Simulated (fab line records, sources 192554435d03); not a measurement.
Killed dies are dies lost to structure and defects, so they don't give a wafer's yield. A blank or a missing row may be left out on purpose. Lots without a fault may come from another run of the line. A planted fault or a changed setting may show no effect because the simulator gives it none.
Split-lot experiment | flow n5_finfet | 7 lots, 21 wafers read, on a route of 1938 steps

THE SPLIT
At N5_ZERO_LAYER_EXPOSE_08 (exposes mask ZERO, defocus 0 nm, target cd 2000 nm), the setting dose_mj was moved away from the recipe's 16.2 on 7 of the 21 wafers read, by -6.4% to +7.0%. The other wafers ran this setting at the recipe's value.

FROM THE SPLIT TO THE READING: what the file shows between them, 3 steps
- N5_ZERO_LAYER_PEB_09
- N5_ZERO_LAYER_DEVELOP_10: develop time 60 s
- N5_ZERO_LAYER_HARDBAKE_23: time 120 s

THE READING
cd_nm, in nm, at N5_ZERO_LAYER_CD_MEAS_11 (target cd 2000 nm). Fault-free wafers of this fab line usually give 2000.1 nm, standard deviation 1.7 nm.

wafer  | tool, chamber at the split | dose_mj as run | against the recipe | cd_nm, nm | against lot-mates on the recipe
L078.1 | krf_scanner-01, 0          | 16.2           | recipe             | 2002.4    | -
L078.3 | krf_scanner-01, 0          | 16.2           | recipe             | 2002.9    | -
L078.5 | krf_scanner-01, 0          | 16.2           | recipe             | 2002.0    | -
L081.1 | krf_scanner-01, 0          | 16.2           | recipe             | 2000.2    | -
L081.2 | krf_scanner-01, 0          | 16.2           | recipe             | 1999.8    | -
L081.5 | krf_scanner-01, 0          | 16.2           | recipe             | 1998.2    | -
L088.3 | krf_scanner-02, 0          | 16.2           | recipe             | 1997.1    | -
L088.5 | krf_scanner-02, 0          | 16.2           | recipe             | 1998.2    | -
L088.6 | krf_scanner-02, 0          | 16.2           | recipe             | 1997.5    | -
L093.3 | krf_scanner-01, 0          | 17.07          | +5.4%              | 2011.2    | +10.5
L093.5 | krf_scanner-01, 0          | 16.2           | recipe             | 1999.5    | -
L093.6 | krf_scanner-01, 0          | 16.2           | recipe             | 2002.0    | -
L094.1 | krf_scanner-01, 0          | 17.33          | +7.0%              | 2014.4    | +11.8
L094.2 | krf_scanner-01, 0          | 17.33          | +7.0%              | 2014.8    | +12.2
L094.6 | krf_scanner-01, 0          | 16.2           | recipe             | 2002.6    | -
L096.1 | krf_scanner-02, 0          | 16.2           | recipe             | 2001.1    | -
L096.2 | krf_scanner-02, 0          | 15.17          | -6.4%              | 1987.5    | -13.6
L096.6 | krf_scanner-02, 0          | 15.17          | -6.4%              | 1987.5    | -13.6
L097.1 | krf_scanner-02, 0          | 16.74          | +3.3%              | 2003.1    | +7.5
L097.2 | krf_scanner-02, 0          | 16.2           | recipe             | 1995.6    | -
L097.5 | krf_scanner-02, 0          | 16.74          | +3.3%              | 2002.8    | +7.2

THE FIT
A straight line over all 21 wafers: cd_nm changes by +1.95 nm for each +1% of dose_mj; r = +0.95; the points scatter about the line by 2.3 nm.
The same after taking each lot's own level away (the mean of its wafers on the recipe; 21 wafers): +1.95 nm for each +1%; r = +0.99; scatter 0.9 nm.
On that fit, the largest move of dose_mj shifts the reading by 14 nm.
The lots' own levels span 1995.60 to 2002.60 nm, that is 4.1 times the standard deviation above.
So the lot-to-lot level changes the slope little: the two slopes agree.
Check: with one of the wafers moved furthest among these (+7.0%) left out of the fit, the line predicts +13.9 nm for it against its lot-mates. It came out at +11.8 nm against them.

OTHER SPLITS ON THESE WAFERS
These wafers also went through other splits before the reading. Each is held against what the fit with the lots' levels taken away leaves over:
other split on the same wafers | wafers away from the commonest value | r with cd_nm (lot level and that fit taken away)
N5_ZERO_LAYER_PECVD_02 time_s  | 4                                    | -0.31

THE WHOLE CHAIN: every reading that the file lists as answering this split, in the file's order
step                     | what it does                                        | reading                                                           | change (the file's fit)              | r (the file's)
N5_ZERO_LAYER_CD_MEAS_11 | target cd 2000 nm                                   | cd_nm                                                             | +1.95 nm for each +1% of the setting | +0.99
N5_ZERO_LAYER_DESCUM_16  | chemistry O2, time 7.9 s                            | ZERO_LAYER.cd_nm (the simulator's own value, which no gauge read) | +1.97 nm for each +1% of the setting | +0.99
N5_ZERO_LAYER_ETCH_17    | etches SiO2 in CF4, target depth 12 nm, time 13.3 s | ZERO_LAYER.cd_nm (the simulator's own value, which no gauge read) | +1.95 nm for each +1% of the setting | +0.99

THE FILE'S OWN FIT
cd_nm changes by +1.95 nm for each +1% of dose_mj, r = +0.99.
